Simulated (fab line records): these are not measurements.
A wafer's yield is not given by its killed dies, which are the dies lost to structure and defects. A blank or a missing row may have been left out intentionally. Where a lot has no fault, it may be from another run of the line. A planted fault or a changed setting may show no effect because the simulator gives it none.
A sampling plan put to the test	flow nand-harc	one fab line, 19 faults that these records tell of, each judged on the records of the lots that it struck; 1 more is left out, because the records don't allow judging it
What counts as the plan is the set of the line's own looks, namely the steps on the route at which a gauge or an inspection reads a wafer and does not change it. A look is open to judgement when struck wafers have a number at it and the file gives its usual mean and standard deviation on fault-free wafers. Caught: the struck wafers' mean, at a look after the fault's first step, is 4 or more of those standard deviations (sigma) away from the usual mean. On the tool: the fault's steps, tested the same way using the tool's own readings. It also counts as caught if the struck wafers ran another recipe or if their record alone is blank.

THE FAULTS, as the simulator had put them in
1. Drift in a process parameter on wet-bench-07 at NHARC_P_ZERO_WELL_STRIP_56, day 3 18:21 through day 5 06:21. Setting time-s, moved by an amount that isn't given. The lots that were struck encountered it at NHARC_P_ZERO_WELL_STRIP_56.
2. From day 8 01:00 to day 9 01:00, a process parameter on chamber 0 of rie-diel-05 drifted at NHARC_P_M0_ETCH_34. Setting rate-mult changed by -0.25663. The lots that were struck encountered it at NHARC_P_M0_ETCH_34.
3. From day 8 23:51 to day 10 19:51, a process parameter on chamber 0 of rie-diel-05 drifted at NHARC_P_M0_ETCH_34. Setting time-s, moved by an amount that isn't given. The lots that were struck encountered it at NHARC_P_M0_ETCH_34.
4. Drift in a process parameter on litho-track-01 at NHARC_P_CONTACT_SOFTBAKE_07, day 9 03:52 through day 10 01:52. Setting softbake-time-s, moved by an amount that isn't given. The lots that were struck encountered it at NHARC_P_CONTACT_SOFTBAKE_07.
5. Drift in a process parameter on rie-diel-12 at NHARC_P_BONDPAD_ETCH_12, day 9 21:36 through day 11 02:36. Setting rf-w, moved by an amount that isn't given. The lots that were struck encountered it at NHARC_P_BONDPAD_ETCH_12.
6. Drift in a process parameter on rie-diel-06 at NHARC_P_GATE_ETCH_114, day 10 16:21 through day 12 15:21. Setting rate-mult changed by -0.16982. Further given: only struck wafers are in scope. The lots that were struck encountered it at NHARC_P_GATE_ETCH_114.
7. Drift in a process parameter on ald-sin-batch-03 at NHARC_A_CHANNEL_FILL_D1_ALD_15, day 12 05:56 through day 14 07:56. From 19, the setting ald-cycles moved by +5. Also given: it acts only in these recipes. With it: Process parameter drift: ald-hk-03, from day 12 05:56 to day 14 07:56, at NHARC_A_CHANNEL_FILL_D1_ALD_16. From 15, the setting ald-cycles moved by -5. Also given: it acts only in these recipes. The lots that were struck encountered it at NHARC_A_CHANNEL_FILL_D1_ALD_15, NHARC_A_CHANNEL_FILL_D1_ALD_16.
8. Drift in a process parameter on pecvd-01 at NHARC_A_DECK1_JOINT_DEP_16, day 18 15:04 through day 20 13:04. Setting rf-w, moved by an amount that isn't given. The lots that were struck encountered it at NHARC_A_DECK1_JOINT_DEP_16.
9. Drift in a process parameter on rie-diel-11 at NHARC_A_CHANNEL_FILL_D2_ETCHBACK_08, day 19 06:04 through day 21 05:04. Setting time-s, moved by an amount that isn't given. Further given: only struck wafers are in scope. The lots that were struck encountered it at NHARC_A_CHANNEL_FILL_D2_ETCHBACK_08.
10. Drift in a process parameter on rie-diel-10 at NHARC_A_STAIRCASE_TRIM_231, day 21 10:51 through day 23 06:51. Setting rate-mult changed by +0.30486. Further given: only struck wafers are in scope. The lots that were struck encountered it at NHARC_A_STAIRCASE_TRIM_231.
11. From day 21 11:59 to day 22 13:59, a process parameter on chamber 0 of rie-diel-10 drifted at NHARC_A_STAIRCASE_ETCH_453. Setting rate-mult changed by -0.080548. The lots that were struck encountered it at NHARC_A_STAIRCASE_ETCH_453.
12. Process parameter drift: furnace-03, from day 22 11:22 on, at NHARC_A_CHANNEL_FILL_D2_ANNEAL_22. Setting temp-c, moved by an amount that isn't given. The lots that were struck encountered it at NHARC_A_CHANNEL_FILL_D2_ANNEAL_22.
13. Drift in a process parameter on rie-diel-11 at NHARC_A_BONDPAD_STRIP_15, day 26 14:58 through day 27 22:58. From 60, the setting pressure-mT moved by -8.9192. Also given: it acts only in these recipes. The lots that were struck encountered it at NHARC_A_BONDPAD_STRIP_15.
14. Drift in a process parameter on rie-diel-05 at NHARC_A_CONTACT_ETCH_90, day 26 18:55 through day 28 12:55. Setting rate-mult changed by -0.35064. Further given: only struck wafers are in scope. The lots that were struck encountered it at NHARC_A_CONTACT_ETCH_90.
15. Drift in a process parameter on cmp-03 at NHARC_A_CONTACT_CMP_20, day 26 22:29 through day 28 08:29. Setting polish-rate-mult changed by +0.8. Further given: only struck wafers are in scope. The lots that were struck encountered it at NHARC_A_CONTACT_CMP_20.
16. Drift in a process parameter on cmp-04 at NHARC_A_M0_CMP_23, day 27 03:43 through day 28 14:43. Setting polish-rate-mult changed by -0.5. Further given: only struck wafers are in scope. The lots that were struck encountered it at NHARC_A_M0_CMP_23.
17. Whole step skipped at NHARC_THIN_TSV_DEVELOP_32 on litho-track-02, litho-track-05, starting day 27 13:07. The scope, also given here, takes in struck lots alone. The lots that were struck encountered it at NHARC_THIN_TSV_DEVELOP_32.
18. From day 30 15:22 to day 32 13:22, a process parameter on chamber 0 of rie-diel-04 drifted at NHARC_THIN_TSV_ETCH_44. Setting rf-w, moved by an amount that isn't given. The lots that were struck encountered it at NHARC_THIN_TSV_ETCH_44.
19. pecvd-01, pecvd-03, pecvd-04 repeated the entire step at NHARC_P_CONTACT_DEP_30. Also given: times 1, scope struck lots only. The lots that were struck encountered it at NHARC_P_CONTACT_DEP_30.

WHAT THE PLAN SAW
fault	on the tool itself	first look that catches it	reading, sigma	median hours from its first step to that look	hours from the fault's start to the first struck lot there	judged looks passed uncaught
1	run-length-s -99 or beyond sigma	not the one look that can be judged after it	-	-	-	1
2	oes-product-au -16 sigma	no look after it can be judged	-	-	-	0
3	run-length-s -31 sigma	no look after it can be judged	-	-	-	0
4	heater-power-total-W +99 or beyond sigma	not the one look that can be judged after it	-	-	-	1
5	rf-fwd-power-W +99 or beyond sigma	not the one look that can be judged after it	-	-	-	1
6	oes-product-au -9.5 sigma	no look after it can be judged	-	-	-	0
7	under 2 sigma	not the one look that can be judged after it	-	-	-	1
8	rf-fwd-power-W -34 sigma	no look after it can be judged	-	-	-	0
9	run-length-s +43 sigma	not the one look that can be judged after it	-	-	-	1
10	oes-product-au +18 sigma	NHARC_END_SORT_01	killed-at-array +27	205.8	211	0
11	oes-product-au -4.1 sigma	no look after it can be judged	-	-	-	0
12	tube-center-temp-C +99 or beyond sigma	no look after it can be judged	-	-	-	0
13	chamber-pressure-mTorr -99 or beyond sigma	none of the 2 looks that can be judged after it	-	-	-	2
14	oes-product-au -5.0 sigma	not the one look that can be judged after it	-	-	-	1
15	time-to-endpoint-s -7.9 sigma	not the one look that can be judged after it	-	-	-	1
16	only faintly: time-to-endpoint-s +2.9 sigma	NHARC_A_M0_INSPECT_27	raw-defect-count +17	0.5	12	0
17	the tool's record is blank for the struck wafers	no look after it can be judged	-	-	-	0
18	rf-fwd-power-W +99 or beyond sigma	no look after it can be judged	-	-	-	0
19	under 2 sigma	no look after it can be judged	-	-	-	0
A dash: the fault isn't caught, or these records don't give the number.

Caught at a look: 2 of 19. Caught on the tool: 16 of 19. By one or the other: 17 of 19.
Faults 1, 2, 3, 4, 5, 6, 8, 9, 11, 12, 13, 14, 15, 17, 18 were caught on the tool alone.
Caught at a look alone: fault 16.
Caught by neither: faults 7, 19.

THINNER SAMPLING
Were the look that catches a fault to measure just every second or every third lot (counted by lot number), the first struck lot would, at worst, be measured this late:
fault	struck lots at that look, in order of time	every lot	every second lot	every third lot
10	L539, L543	211 h	may miss all 2	may miss all 2
16	L905, L904	12 h	22 h	may miss all 2
Hours: fault start to first struck lot measured. Since the struck wafers were tested as one group against 4 sigma, a single lot by itself may lie under the limit. Other struck lots may not be in these records.

THE LONGEST TIMED WAY FROM STEP TO LOOK
For fault 10, NHARC_A_STAIRCASE_TRIM_231 and NHARC_END_SORT_01 are separated by a median of 205.8 hours. No look between them can be judged.
